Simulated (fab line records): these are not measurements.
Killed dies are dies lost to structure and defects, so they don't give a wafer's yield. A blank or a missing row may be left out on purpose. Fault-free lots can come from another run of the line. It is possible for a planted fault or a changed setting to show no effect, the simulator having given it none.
Which tool was responsible? ; flow n5_finfet ; Sampling: 6 lots, 17 wafers, 2 of 1938 route steps

== WHAT EACH GAUGE READ, for each wafer ==
N5_BEOL_M5_INSPECT_58: inspects for defects (darkfield).
lot;measured;on;raw_defect_count
L660;day 9 04:44;defect_inspect-02;46 55 64
L662;day 9 16:54;defect_inspect-01;67 69 75
L665;day 10 08:07;defect_inspect-02;66 114
L667;day 11 03:09;defect_inspect-01;31 45 29
L674;day 12 16:14;defect_inspect-02;102 83 83
L680;day 14 10:32;defect_inspect-02;70 37 77

== EACH LOT AND THE TOOL THAT RAN IT (in order: tool; ch and the chambers of the sampled wafers; start) ==
lot;N5_BEOL_M5_SPUTTER_83
L660;pvd_sputter-02, day 9 01:27
L662;pvd_sputter-01, day 9 13:28
L665;pvd_sputter-03, day 10 04:51
L667;pvd_sputter-03, day 10 23:35
L674;pvd_sputter-02, day 12 12:55
L680;pvd_sputter-01, day 14 05:11
- N5_BEOL_M5_SPUTTER_83: material Cu, target thk 15 nm, time 27.62 s.

== THE ANSWER, worked out from the rows above alone ==
Rule: the lots themselves supply what counts as usual. Put in order of their means at a reading, lots are off if they are a third of the lots or fewer, leave a main group of 4 or more, and stand apart from it by a gap of 3 or more times the standard deviation of the main group's means; of several such gaps the widest counts. A main group whose means are all the same, to the digits that the tables above print for the reading, isn't used. Also off: a lot with no number at a reading for which 4 or more lots have one. Where the step has rows for the other lots, those lots are counted as sound.
Across all readings shown, no lot is off: no conclusion can be drawn from this.

== WHAT WAS PUT IN BY THE SIMULATOR ==
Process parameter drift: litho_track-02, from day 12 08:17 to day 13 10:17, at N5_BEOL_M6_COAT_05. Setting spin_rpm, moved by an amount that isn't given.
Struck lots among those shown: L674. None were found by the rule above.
